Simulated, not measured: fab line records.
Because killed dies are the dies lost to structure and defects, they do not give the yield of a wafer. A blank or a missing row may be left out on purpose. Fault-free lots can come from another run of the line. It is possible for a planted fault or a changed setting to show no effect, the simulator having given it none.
Matching of chambers ; flow n5_finfet ; N5_BEOL_M4_CMP_52 on cmp-03 has 4 sister chambers
The step polishes, stops on SiOC, t overpolish 6.8 s, target thk 40 nm. 4 wafers are shown with their chamber, then 10 later ones without.

== WAFERS PAIRED WITH THEIR CHAMBERS ==
wafer;chamber;motor_current_A (A)
L820.5;0;6.1
L820.6;1;6.5
L826.2;2;6.4
L826.4;3;6.4

== WAFERS WITHOUT THEIR CHAMBER ==
wafer;motor_current_A (A)
L826.5;6.3
L827.1;6.1
L827.4;6.5
L827.5;6.6
L828.2;6.6
L828.5;6.2
L828.6;6.6
L829.2;5.8
L829.4;6.6
L829.5;6.2

== CHAMBER TAKEN BY EACH ==
wafer;from the rows above;in truth
L826.5;can't be placed: 2 or 3 or 0 or 1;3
L827.1;0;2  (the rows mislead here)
L827.4;can't be placed: 1 or 2 or 3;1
L827.5;can't be placed: 1 or 2 or 3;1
L828.2;can't be placed: 1 or 2 or 3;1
L828.5;can't be placed: 0 or 2 or 3 or 1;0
L828.6;can't be placed: 1 or 2 or 3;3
L829.2;0;0
L829.4;can't be placed: 1 or 2 or 3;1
L829.5;can't be placed: 0 or 2 or 3 or 1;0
1 of 10 placed correctly. Unplaceable from these rows: 8, with the true chamber sitting among the candidates in 8. Placed wrongly: 1.
How it was worked out, from the rows above alone: a wafer's distance from a chamber is the root of the sum, over the readings, of the square of ((its reading less the chamber's mean) divided by the reading's scatter). If the next closest chamber is less than 2 further off than the closest, the wafer can't be placed; otherwise it belongs to the closest. The mean given for a chamber averages the wafers shown for that chamber. The scatter: root of mean squared gap, hidden wafer to nearest shown wafer, with one shown wafer a chamber.
